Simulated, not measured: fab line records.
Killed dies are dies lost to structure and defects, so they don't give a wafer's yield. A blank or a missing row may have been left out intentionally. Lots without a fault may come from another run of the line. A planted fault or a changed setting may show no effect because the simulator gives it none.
fab line records	flow n5-finfet	part 2 of 2: steps 5 to 6 of 6
record: lots: 23	wafers: 69	last-day: 18
route steps=1938 shown PMOS_HMC_CHANNEL_EPI@68 FIN_SAQP@98 FIN_CUT@163
lots that met no fault: taken from a fault-free run of the same line
start-h: start of the lot's first displayed wafer, in hours after the record's first day	wait-h: hours elapsed since this lot's preceding step	" the same as in the row above	L1.1+2: a row that stands for several wafers	- no value, or no start given	* or withheld: withheld	< > ~ a bound
route shown NAME@n: a module of which the file shows steps, and the number in the route of the first	usual: the fault-free wafers' mean and standard deviation	same: alike in all rows	chamber/n: place in a boat	sites: per-site readings	_std_site: the values' standard deviation	_edge_site: inner sites' mean taken away from outer sites' mean	radius-mm: for every site, how far away it sits from the centre of the wafer	mask NAME#n: copy n	behind: the last tool/chamber to shape the wafer	hold: reason for holding the lot/hours on hold/outcome of the hold	device: the transistor (n, p or np) that didn't switch	end of line: tests of these same wafers at the route's end	a step without rows: its recipe alone	killed: count of dies lost to structure and defects at first sort (not the wafer's yield)	map: dies across one wafer; x = killed, . = not, _ = none there
set.NAME: the setting the step ran with; set.NAME@STEP: the setting that earlier step ran with	model.NAME: the simulator's own value behind a step, which no gauge read
steps of the route over a sample of lots; a table a step, a row a wafer
services: the hour from which a tool's chamber was out of use, counted from the record's first day as start-h (under 0 if before that day), plus the number of hours and why
== steps ==
step: N5_FIN_CUT_CD_MEAS_08
recipe: target-cd-nm: 29.1	landing-energy-ev: 500	detector: se-inlens	polarity: opening
usual: cd-nm: 29.09/0.26
lot.wafer	tool	chamber	start-h	wait-h	cd-nm
L074.3	cd-sem-03	0	26.42	-	29.17
L074.4	"	0	"	"	29.28
L074.5	"	0	"	"	29.01
L075.2	cd-sem-02	0	33.73	-	29.52
L075.5	"	0	"	"	29.17
L075.6	"	0	"	"	29.15
L076.1	cd-sem-02	0	39.38	-	29.10
L076.4	"	0	"	"	29.53
L076.6	"	0	"	"	29.00
L077.3	cd-sem-02	0	44.98	-	28.90
L077.5	"	0	"	"	28.82
L077.6	"	0	"	"	28.61
L078.1	cd-sem-03	0	50.52	-	29.06
L078.2	"	0	"	"	29.11
L078.5	"	0	"	"	29.24
L079.3	cd-sem-03	0	56.15	-	29.09
L079.4	"	0	"	"	28.89
L079.6	"	0	"	"	28.97
L080.3	cd-sem-02	0	62.65	-	29.55
L080.4	"	0	"	"	29.31
L080.5	"	0	"	"	29.44
L081.1	cd-sem-02	0	68.66	-	29.59
L081.5	"	0	"	"	29.41
L081.6	"	0	"	"	29.10
L082.2	cd-sem-03	0	75.08	-	29.35
L082.3	"	0	"	"	28.62
L082.6	"	0	"	"	29.20
L083.2	cd-sem-01	0	82.73	-	29.19
L083.5	"	0	"	"	29.31
L083.6	"	0	"	"	29.23
L084.1	cd-sem-02	0	87.17	-	29.02
L084.3	"	0	"	"	29.19
L084.4	"	0	"	"	29.22
L085.1	cd-sem-03	0	93.94	-	29.39
L085.4	"	0	"	"	28.67
L085.6	"	0	"	"	28.61
L086.1	cd-sem-02	0	102.24	-	28.82
L086.3	"	0	"	"	28.91
L086.5	"	0	"	"	28.83
L087.1	cd-sem-01	0	111.00	-	29.07
L087.4	"	0	"	"	28.85
L087.5	"	0	"	"	29.03
L088.1	cd-sem-03	0	112.99	-	28.48
L088.3	"	0	"	"	29.14
L088.4	"	0	"	"	29.21
L089.1	cd-sem-03	0	117.41	-	28.91
L089.4	"	0	"	"	29.15
L089.5	"	0	"	"	29.08
L090.1	cd-sem-03	0	124.33	-	28.88
L090.2	"	0	"	"	28.99
L090.5	"	0	"	"	29.26
L091.2	cd-sem-02	0	129.48	-	28.98
L091.3	"	0	"	"	28.99
L091.6	"	0	"	"	29.31
L092.2	cd-sem-01	0	136.63	-	28.94
L092.3	"	0	"	"	29.25
L092.4	"	0	"	"	28.81
L093.1	cd-sem-02	0	141.22	-	28.67
L093.3	"	0	"	"	28.76
L093.6	"	0	"	"	28.96
L094.2	cd-sem-01	0	146.57	-	28.91
L094.3	"	0	"	"	28.90
L094.5	"	0	"	"	29.11
L095.1	cd-sem-02	0	153.11	-	29.65
L095.3	"	0	"	"	28.92
L095.4	"	0	"	"	28.73
L097.1	cd-sem-02	0	164.84	-	28.89
L097.3	"	0	"	"	28.87
L097.5	"	0	"	"	29.35
step: N5_FIN_CUT_STRIP_24
recipe: chemistry: CF4	resist: SiARC	power-w: 300	bias-power-w: 75	pressure-mtorr: 50	cf4-flow-sccm: 150	rf-frequency-hz: 6e+07
usual: cf4-flow-sccm: 150.0/0.42	drypump-motor-current-A: 5.9/0.43	oes-product-au: 0.77/0.06	power-w: 299.9/0.86	rf-vpp-V: 271.3/1.7	showerhead-plenum-p-Torr: 1.81/0.067	throttle-valve-pct: 13.57/0.24
lot.wafer	tool	chamber	start-h	wait-h	cf4-flow-sccm	drypump-motor-current-A	oes-product-au	power-w	rf-hours-counter-h	rf-vpp-V	showerhead-plenum-p-Torr	throttle-valve-pct
L074.3	rie-diel-06	3	26.96	0.0	150.0	6.3	0.84	299.1	45	271.2	1.84	13.50
L074.4	"	0	"	"	150.2	4.9	0.72	299.3	-	270.5	1.71	14.08
L074.5	"	2	"	"	150.0	6.3	0.75	299.6	-	270.3	1.80	13.49
L075.2	rie-diel-01	3	34.43	0.0	149.9	5.7	0.75	301.0	154	273.3	1.86	13.48
L075.5	"	3	"	"	149.6	5.7	0.75	299.4	-	272.8	1.86	13.46
L075.6	"	0	"	"	150.6	5.4	0.88	300.5	-	272.1	1.92	13.54
L076.1	rie-diel-06	0	39.94	0.0	150.0	4.9	0.72	298.9	207	271.2	1.71	14.10
L076.4	"	2	"	"	150.0	6.3	0.74	301.2	-	272.3	1.80	13.50
L076.6	"	0	"	"	149.8	4.9	0.72	299.0	-	268.4	1.71	14.10
L077.3	rie-diel-01	3	45.51	0.0	150.5	5.7	0.74	300.0	158	272.6	1.86	13.48
L077.5	"	1	"	"	149.8	6.3	0.81	300.0	-	272.8	1.86	13.13
L077.6	"	0	"	"	149.9	5.5	0.87	300.5	-	274.1	1.92	13.56
L078.1	rie-diel-01	2	51.06	0.0	150.1	6.4	0.76	299.4	136	269.0	1.73	13.42
L078.2	"	1	"	"	149.6	6.3	0.80	300.1	114	271.5	1.86	13.13
L078.5	"	3	"	"	150.0	5.7	0.74	299.7	-	272.1	1.86	13.48
L079.3	rie-diel-06	2	56.69	0.0	149.9	6.4	0.74	301.1	163	270.7	1.80	13.52
L079.4	"	3	"	"	150.2	6.3	0.83	298.1	52	272.8	1.84	13.50
L079.6	"	3	"	"	150.0	6.3	0.83	299.5	-	272.7	1.84	13.52
L080.3	rie-diel-05	1	63.31	0.0	149.3	6.1	0.74	299.7	181	269.5	1.73	13.41
L080.4	"	0	"	"	150.1	5.5	0.78	299.6	100	269.9	1.74	13.70
L080.5	"	1	"	"	150.2	6.1	0.73	301.1	-	269.0	1.73	13.42
L081.1	rie-diel-05	1	69.20	0.0	150.4	6.1	0.72	299.0	182	269.6	1.73	13.40
L081.5	"	2	"	"	151.0	5.6	0.69	298.8	-	271.7	1.84	13.73
L081.6	"	1	"	"	150.4	6.1	0.72	300.0	-	270.2	1.72	13.40
L082.2	rie-diel-06	0	75.62	0.0	149.5	4.9	0.72	299.8	216	269.8	1.71	14.12
L082.3	"	1	"	"	150.3	5.9	0.91	301.1	7	272.7	1.84	13.39
L082.6	"	3	"	"	148.9	6.3	0.82	299.3	-	272.8	1.84	13.52
L083.2	rie-diel-06	0	83.36	0.0	149.3	4.9	0.71	299.5	219	269.1	1.71	14.12
L083.5	"	1	"	"	150.5	5.8	0.91	299.1	-	273.5	1.84	13.40
L083.6	"	0	"	"	149.4	4.9	0.71	300.5	-	268.3	1.71	14.12
L084.1	rie-diel-05	1	87.71	0.0	150.1	6.1	0.72	301.0	188	269.2	1.72	13.42
L084.3	"	0	"	"	151.0	5.5	0.77	299.9	106	269.5	1.74	13.74
L084.4	"	3	"	"	149.5	5.8	0.74	299.6	159	272.4	1.87	13.75
L085.1	rie-diel-05	2	94.48	0.0	149.8	5.6	0.69	300.3	211	271.1	1.84	13.75
L085.4	"	0	"	"	150.2	5.6	0.76	300.0	108	267.8	1.74	13.75
L085.6	"	1	"	"	150.3	6.1	0.72	300.3	-	269.4	1.72	13.43
L086.1	rie-diel-06	1	102.78	0.0	150.1	5.8	0.89	299.3	17	273.4	1.84	13.40
L086.3	"	3	"	"	149.8	6.3	0.81	299.1	63	270.8	1.84	13.56
L086.5	"	1	"	"	150.1	5.8	0.89	300.4	-	272.1	1.84	13.42
L087.1	rie-diel-06	2	111.54	0.0	150.3	6.3	0.73	298.5	179	271.0	1.79	13.56
L087.4	"	3	"	"	150.0	6.3	0.81	300.2	66	273.0	1.84	13.57
L087.5	"	0	"	"	150.3	4.9	0.70	298.0	-	268.0	1.70	14.13
L088.1	rie-diel-01	3	113.53	0.0	150.9	5.7	0.73	299.4	177	272.5	1.85	13.53
L088.3	"	1	"	"	150.4	6.3	0.79	299.3	130	273.4	1.85	13.15
L088.4	"	2	"	"	150.4	6.4	0.74	300.4	153	268.9	1.72	13.46
L089.1	rie-diel-01	2	117.96	0.0	149.9	6.3	0.74	300.4	155	270.1	1.72	13.46
L089.4	"	1	"	"	150.2	6.3	0.78	299.6	132	274.4	1.85	13.15
L089.5	"	2	"	"	150.4	6.4	0.74	301.1	-	269.2	1.72	13.46
L090.1	rie-diel-01	2	124.87	0.0	149.7	6.4	0.74	300.2	157	269.8	1.72	13.46
L090.2	"	3	"	"	149.4	5.7	0.73	300.3	182	273.2	1.85	13.54
L090.5	"	0	"	"	150.0	5.5	0.83	299.4	-	274.3	1.91	13.61
L091.2	rie-diel-05	0	130.03	0.0	150.4	5.5	0.76	298.7	119	269.8	1.74	13.75
L091.3	"	3	"	"	149.6	5.8	0.73	300.4	171	273.3	1.87	13.77
L091.6	"	1	"	"	149.5	6.1	0.71	300.4	-	268.5	1.72	13.45
L092.2	rie-diel-01	1	137.16	0.0	150.8	6.3	0.78	300.1	139	271.7	1.85	13.17
L092.3	"	2	"	"	150.1	6.4	0.74	300.1	161	270.7	1.72	13.47
L092.4	"	0	"	"	150.5	5.4	0.83	301.0	58	273.0	1.91	13.62
L093.1	rie-diel-01	1	142.15	0.0	150.4	6.3	0.78	297.3	140	272.7	1.85	13.16
L093.3	"	2	"	"	150.1	6.4	0.74	299.2	163	268.9	1.72	13.47
L093.6	"	0	"	"	149.4	5.6	0.83	299.7	-	273.5	1.91	13.63
L094.2	rie-diel-01	1	147.11	0.0	150.3	6.3	0.78	299.5	142	271.9	1.85	13.18
L094.3	"	0	"	"	150.7	5.5	0.83	299.7	62	272.5	1.91	13.63
L094.5	"	0	"	"	150.0	5.5	0.83	300.5	-	274.6	1.91	13.63
L095.1	rie-diel-06	2	153.65	0.0	150.2	6.4	0.72	298.8	192	271.5	1.79	13.59
L095.3	"	1	"	"	149.6	5.8	0.85	299.5	33	271.3	1.83	13.44
L095.4	"	0	"	"	149.6	4.9	0.70	301.3	241	268.5	1.70	14.16
L097.1	rie-diel-05	1	165.71	0.0	149.8	6.1	0.70	300.2	214	268.3	1.72	13.47
L097.3	"	2	"	"	149.5	5.6	0.67	299.8	234	272.2	1.83	13.81
L097.5	"	1	"	"	149.7	6.1	0.70	299.4	-	269.4	1.72	13.47
== services ==
tool	chamber	start-h	hours	kind
ald-sin-02	-	-6.25	14.0	pm
rie-diel-03	2	-3.19	6.2	repair
rie-diel-05	1	11.95	6.9	repair
rie-diel-05	-	16.27	0.5	repair
rie-diel-06	3	29.32	3.4	repair
pecvd-04	-	31.77	2.8	pm
rie-diel-06	3	35.01	4.2	repair
rie-diel-02	-	35.30	0.6	repair
pecvd-04	0	49.86	11.3	repair
rie-diel-03	0	64.56	13.4	repair
rie-diel-02	0	79.64	8.6	repair
rie-diel-02	1	79.64	3.7	repair
rie-diel-06	3	91.32	4.9	repair
pecvd-03	-	95.85	2.8	pm
ald-sin-01	2	96.95	11.7	repair
ald-sin-02	-	99.08	3.6	repair
pecvd-04	1	99.31	8.8	repair
pecvd-03	-	112.02	2.0	repair
ald-sin-02	-	119.38	2.8	pm
rie-diel-06	2	124.88	3.2	repair
rie-diel-02	-	145.40	4.3	pm
rie-diel-05	0	157.45	2.8	repair
ald-sin-04	-	161.65	6.1	pm
rie-diel-02	-	163.03	3.2	repair
